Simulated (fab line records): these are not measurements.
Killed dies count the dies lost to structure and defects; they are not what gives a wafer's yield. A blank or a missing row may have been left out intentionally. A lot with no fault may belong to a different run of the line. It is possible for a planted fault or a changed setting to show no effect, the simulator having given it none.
Split-lot study + flow n5 finfet + 7 lots, 21 wafers read, on a route of 1938 steps

== THE SPLIT ==
At N5_BEOL_M2_EXPOSE_25 (exposes mask V1, defocus 5 nm), the setting dose mj was moved away from the recipe's 63 on 11 of the 21 wafers read, by -6.2% to +3.8%. The other wafers ran this setting at the recipe's value.

== FROM THE SPLIT TO THE READING: what the file shows between them, 2 steps ==
- N5_BEOL_M2_PEB_26: peb time 60 s
- N5_BEOL_M2_DEVELOP_27: develop time 30 s

== THE READING ==
cd nm, in nm, at N5_BEOL_M2_CD_MEAS_28 (target cd 26.2 nm, target cd y 24.1 nm). Typical for fault-free wafers on this fab line: 26.17 nm, with standard deviation 0.21 nm.

| wafer  | tool, chamber at the split | dose mj as run | against the recipe | cd nm, nm | against lot-mates on the recipe |
|--------|----------------------------|----------------|--------------------|-----------|---------------------------------|
| L077.2 | euv scanner-02, 0          | 65.38          | +3.8%              | 26.90     | +0.45                           |
| L077.4 | euv scanner-02, 0          | 63             | recipe             | 26.45     | -                               |
| L077.6 | euv scanner-02, 0          | 65.38          | +3.8%              | 26.87     | +0.42                           |
| L079.4 | euv scanner-02, 0          | 59.07          | -6.2%              | 25.06     | -1.22                           |
| L079.5 | euv scanner-02, 0          | 59.07          | -6.2%              | 24.95     | -1.33                           |
| L079.6 | euv scanner-02, 0          | 63             | recipe             | 26.28     | -                               |
| L074.3 | euv scanner-01, 0          | 63             | recipe             | 26.22     | -                               |
| L074.4 | euv scanner-01, 0          | 63             | recipe             | 25.97     | -                               |
| L074.6 | euv scanner-01, 0          | 63             | recipe             | 26.40     | -                               |
| L082.1 | euv scanner-02, 0          | 63             | recipe             | 26.28     | -                               |
| L082.5 | euv scanner-02, 0          | 63             | recipe             | 26.20     | -                               |
| L082.6 | euv scanner-02, 0          | 63             | recipe             | 26.08     | -                               |
| L085.3 | euv scanner-02, 0          | 61.22          | -2.8%              | 25.84     | no lot-mate on the recipe       |
| L085.4 | euv scanner-02, 0          | 61.22          | -2.8%              | 25.90     | no lot-mate on the recipe       |
| L085.6 | euv scanner-02, 0          | 61.22          | -2.8%              | 25.89     | no lot-mate on the recipe       |
| L087.4 | euv scanner-02, 0          | 60.82          | -3.5%              | 25.42     | -1.10                           |
| L087.5 | euv scanner-02, 0          | 60.82          | -3.5%              | 25.44     | -1.08                           |
| L087.6 | euv scanner-02, 0          | 63             | recipe             | 26.52     | -                               |
| L092.1 | euv scanner-01, 0          | 63             | recipe             | 26.43     | -                               |
| L092.4 | euv scanner-01, 0          | 60.61          | -3.8%              | 25.12     | -1.31                           |
| L092.5 | euv scanner-01, 0          | 60.61          | -3.8%              | 25.67     | -0.76                           |

THE FIT
A straight line over all 21 wafers: cd nm changes by +0.195 nm for each +1% of dose mj; r = +0.95; the points scatter about the line by 0.18 nm.
The same after taking each lot's own level away (the mean of its wafers on the recipe; 18 wafers): +0.204 nm for each +1%; r = +0.94; scatter 0.21 nm.
On that fit, the largest move of dose mj shifts the reading by 1.3 nm.
Across the lots, their own levels run from 26.187 to 26.520 nm, a range of 1.6 times the standard deviation given above.
Consequently the slope shifts little with the lot-to-lot level, the two slopes agreeing.
Check: -1.44 nm against its lot-mates is what the line predicts for one of the wafers moved furthest among these (-6.2%) when that wafer is left out of the fit. Against them it came out at -1.22 nm.

== OTHER SPLITS APPLIED TO THESE WAFERS ==
Note: prior to the reading, these wafers also went through further splits. Each is held against what the fit with the lots' levels taken away leaves over:
| other split on the same wafers    | wafers away from the commonest value | r with cd nm (lot level and that fit taken away) |
|-----------------------------------|--------------------------------------|--------------------------------------------------|
| N5_BEOL_M0_SAQP_EXPOSE_11 dose mj | 10                                   | -0.54                                            |
| N5_BEOL_M1_ILD_DEP_00 time s      | 6                                    | -0.14                                            |
| N5_BEOL_M2_DESCUM_16 time s       | 10                                   | +0.04                                            |
| N5_BEOL_M2_ETCH_64 time s         | 8                                    | -0.08                                            |
| N5_BEOL_M2_COAT_68 spin rpm       | 6                                    | +0.39                                            |

== FILE'S OWN FIT ==
cd nm changes by +0.217 nm for each +1% of dose mj, r = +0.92.
